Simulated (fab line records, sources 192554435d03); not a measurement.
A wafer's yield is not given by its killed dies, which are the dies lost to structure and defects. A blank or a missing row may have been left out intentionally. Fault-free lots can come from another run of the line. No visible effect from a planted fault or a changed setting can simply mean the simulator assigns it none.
Struck lot and sound lot, side by side + flow n5Finfet + 15 out of 1938 route steps
Sound: these wafers, L476.2, L476.3, L476.6. Struck: wafers L487.2, L487.4 (left out: L487.6, a lot-mate that was not struck); the cause follows at the end.
Each step with rows lists, per side, the tool, then ch with its chambers, then its first start. Under that, the readings that differ: sound wafers + struck wafers + difference of the means + sigmas: that difference in standard deviations of wafers without a fault.
alike: same words and numbers on both sides, and readings whose means sit less than 2 such deviations apart. not compared: any withheld reading, any reading some wafer has no value for, any bound like >300 that may hide the same value, and any number with overlapping values for which the record gives no deviation.
Wherever a step has rows on one side only, a row that says differs or no value, or a row with sigmas, the two part there. When numbers do not overlap yet have no deviation, they are printed without sigmas and do not part them. Lack of a reading on every wafer of one side parts them only where that side has two or more wafers.

first, 6 steps without rows for these wafers: N5_MOL_CONTACT_COAG_COAT_34 (resist thk 40 nm); N5_MOL_CONTACT_COAG_EBR_36; N5_MOL_CONTACT_COAG_SOFTBAKE_35 (time 60 s); N5_MOL_CONTACT_COAG_EXPOSE_37 (exposes mask VD, defocus 0 nm); N5_MOL_CONTACT_COAG_PEB_38 (peb time 60 s); N5_MOL_CONTACT_COAG_DEVELOP_39 (develop time 30 s).
N5_MOL_CONTACT_COAG_CD_MEAS_40: the cd target is 25.1 nm.
  sound on cdSem-01 ch 0, day 5 01:19; struck on cdSem-03 ch 0, day 8 02:02
| reading   | sound             | struck      | difference | sigmas |
|-----------|-------------------|-------------|------------|--------|
| cdNm (nm) | 25.24 25.43 25.31 | 24.94 24.69 | -0.51      | -2     |
N5_MOL_CONTACT_COAG_OVL_MEAS_41:
  sound on overlay-02 ch 0, day 5 01:22; struck on overlay-01 ch 0, day 8 02:04
  alike: VD_OVL
N5_MOL_CONTACT_COAG_INSPECT_42: inspects for defects (brightfield).
  sound on defectInspect-02 at day 5 01:25; struck on defectInspect-01 at day 8 02:08
  alike: rawDefectCount
N5_MOL_CONTACT_COAG_DESCUM_45: chemistry O2, time 7 s.
  sound on rieDiel-05 ch 1,2, day 5 01:26; struck on rieDiel-01 ch 1,2, day 8 02:10
  alike: chamberPressureMTorr, drypumpMotorCurrentA, oesProductAu, rfVppV, showerheadPlenumPTorr, tempC, throttleValvePct
  not compared: rfHoursCounterH
N5_MOL_CONTACT_COAG_ETCH_65: etches underlayer in N2/H2, target depth 13 nm, time 10.4 s.
  sound on rieDiel-05 ch 1,2, day 5 01:29; struck on rieDiel-01 ch 1,2, day 8 02:11
  alike: chamberPressureMTorr, drypumpMotorCurrentA, etchRfOnTimeS, oesProductAu, rfVppV, showerheadPlenumPTorr, throttleValvePct
  not compared: rfHoursCounterH
N5_MOL_CONTACT_COAG_ETCH_66: etches SiARC in CF4, target depth 13 nm, time 21.7 s.
  sound on rieDiel-05 ch 1,2, day 5 01:30; struck on rieDiel-01 ch 1,2, day 8 02:13
  alike: cf4FlowSccm, chamberPressureMTorr, drypumpMotorCurrentA, etchRfOnTimeS, oesProductAu, rfVppV, showerheadPlenumPTorr, throttleValvePct
  not compared: rfHoursCounterH
N5_MOL_CONTACT_COAG_ALD_133: deposits SiO2, target thk 5 nm, pulse time 1 s, co reactant pulse time 1 s.
  sound on aldSin-04 ch 0,1,2, day 5 01:56; struck on aldSin-01 ch 0,2, day 8 02:17
| reading                                           | sound    | struck  | difference | sigmas |
|---------------------------------------------------|----------|---------|------------|--------|
| aldCycles                                         | 35 35 35 | 31 31   | -4         |        |
| model.SiO2_of_MOL_CONTACT_COAG_ALD_133.thkNm (nm) | 5 5 5    | 4.4 4.4 | -0.6       |        |
  alike: heaterPowerW, precursorPulseHeightRel
N5_MOL_CONTACT_COAG_ETCHBACK_134: etches SiO2 in CHF3, target depth 10 nm, time 6.7 s.
  sound on rieDiel-01 ch 0,1,3, day 5 02:07; struck on rieDiel-06 ch 1,2, day 8 02:29
  alike: chamberPressureMTorr, drypumpMotorCurrentA, oesProductAu, rfVppV, showerheadPlenumPTorr, throttleValvePct
  not compared: rfHoursCounterH
-- a jump in the record: the struck wafers' starts before and after are 3 days apart (it breaks off in module MOL_CONTACT_COAG and resumes in module BEOL_M4, where the first step shown is number 1111 of the route) --
N5_BEOL_M4_RC_MEAS_101:
  sound on prober-02 ch 0, day 7 18:53; struck on prober-02 ch 0, day 10 21:05
  alike: DIBL_N, DIBL_P, IOFF_N, IOFF_P, ION_N, ION_P, SS_N, SS_P, VT_N, VT_P

WHERE THEY PART
N5_MOL_CONTACT_COAG_CD_MEAS_40 only, going by this record. Later steps at which nothing parts them and some readings are alike: N5_MOL_CONTACT_COAG_OVL_MEAS_41, N5_MOL_CONTACT_COAG_INSPECT_42, N5_MOL_CONTACT_COAG_DESCUM_45, N5_MOL_CONTACT_COAG_ETCH_65, N5_MOL_CONTACT_COAG_ETCH_66, N5_MOL_CONTACT_COAG_ALD_133, N5_MOL_CONTACT_COAG_ETCHBACK_134, N5_BEOL_M4_RC_MEAS_101.

WHY: what had been put in by the simulator
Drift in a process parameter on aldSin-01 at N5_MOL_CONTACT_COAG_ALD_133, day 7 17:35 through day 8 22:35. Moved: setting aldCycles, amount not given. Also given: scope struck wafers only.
